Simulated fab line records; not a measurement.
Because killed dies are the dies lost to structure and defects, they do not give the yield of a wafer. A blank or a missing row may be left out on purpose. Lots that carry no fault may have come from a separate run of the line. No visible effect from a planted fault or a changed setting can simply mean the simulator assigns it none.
Chamber matching :: flow n5_finfet :: N5_BEOL_M8_ILD_DEP_00 on pecvd-01 has 3 sister chambers
The step deposits SiCOH lowk from DEMS/porogen, target thk 179.75 nm, time 33.4 s. 6 wafers are shown with their chamber, then 10 later ones without.

## EACH WAFER AND ITS CHAMBER
wafer: L087.4
chamber: 2
throttle_valve_pct (%): 12.4
heater_power_w (W): 293

wafer: L089.1
chamber: 0
throttle_valve_pct (%): 13.5
heater_power_w (W): 300

wafer: L089.4
chamber: 1
throttle_valve_pct (%): 13.6
heater_power_w (W): 364

wafer: L089.5
chamber: 2
throttle_valve_pct (%): 12.6
heater_power_w (W): 345

wafer: L090.1
chamber: 1
throttle_valve_pct (%): 13.8
heater_power_w (W): 382

wafer: L090.2
chamber: 0
throttle_valve_pct (%): 13.6
heater_power_w (W): 319

## WAFERS WITH NO CHAMBER GIVEN
wafer: L090.5
throttle_valve_pct (%): 13.9
heater_power_w (W): 399

wafer: L091.2
throttle_valve_pct (%): 13.8
heater_power_w (W): 352

wafer: L091.3
throttle_valve_pct (%): 12.6
heater_power_w (W): 326

wafer: L091.6
throttle_valve_pct (%): 13.4
heater_power_w (W): 327

wafer: L093.1
throttle_valve_pct (%): 12.5
heater_power_w (W): 286

wafer: L093.3
throttle_valve_pct (%): 14.0
heater_power_w (W): 389

wafer: L093.6
throttle_valve_pct (%): 13.5
heater_power_w (W): 313

wafer: L095.1
throttle_valve_pct (%): 13.7
heater_power_w (W): 385

wafer: L095.3
throttle_valve_pct (%): 13.8
heater_power_w (W): 350

wafer: L095.4
throttle_valve_pct (%): 13.5
heater_power_w (W): 356

## CHAMBER TAKEN BY EACH
wafer: L090.5
from the rows above: 1
in truth: 1

wafer: L091.2
from the rows above: can't be placed: 1 or 0
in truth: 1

wafer: L091.3
from the rows above: 2
in truth: 2

wafer: L091.6
from the rows above: can't be placed: 0 or 1
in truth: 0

wafer: L093.1
from the rows above: 2
in truth: 2

wafer: L093.3
from the rows above: 1
in truth: 1

wafer: L093.6
from the rows above: 0
in truth: 0

wafer: L095.1
from the rows above: 1
in truth: 1

wafer: L095.3
from the rows above: can't be placed: 1 or 0
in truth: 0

wafer: L095.4
from the rows above: can't be placed: 1 or 0
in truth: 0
6 of 10 placed correctly. Cannot be placed on the basis of these rows: 4; the candidates contain the true chamber in 4. 0 placed wrongly.
How it was worked out, from the rows above alone: a wafer's distance from a chamber is the root of the sum, over the readings, of the square of ((its reading less the chamber's mean) divided by the reading's scatter). The wafer belongs to the nearest chamber; if the next one is less than 2 further off, it can't be placed. For every chamber, the mean is computed from those of its wafers that are shown. The scatter is the square root of a quotient: the sum, over the shown wafers, of each reading's squared deviation from its chamber's mean, divided by wafers minus chambers.
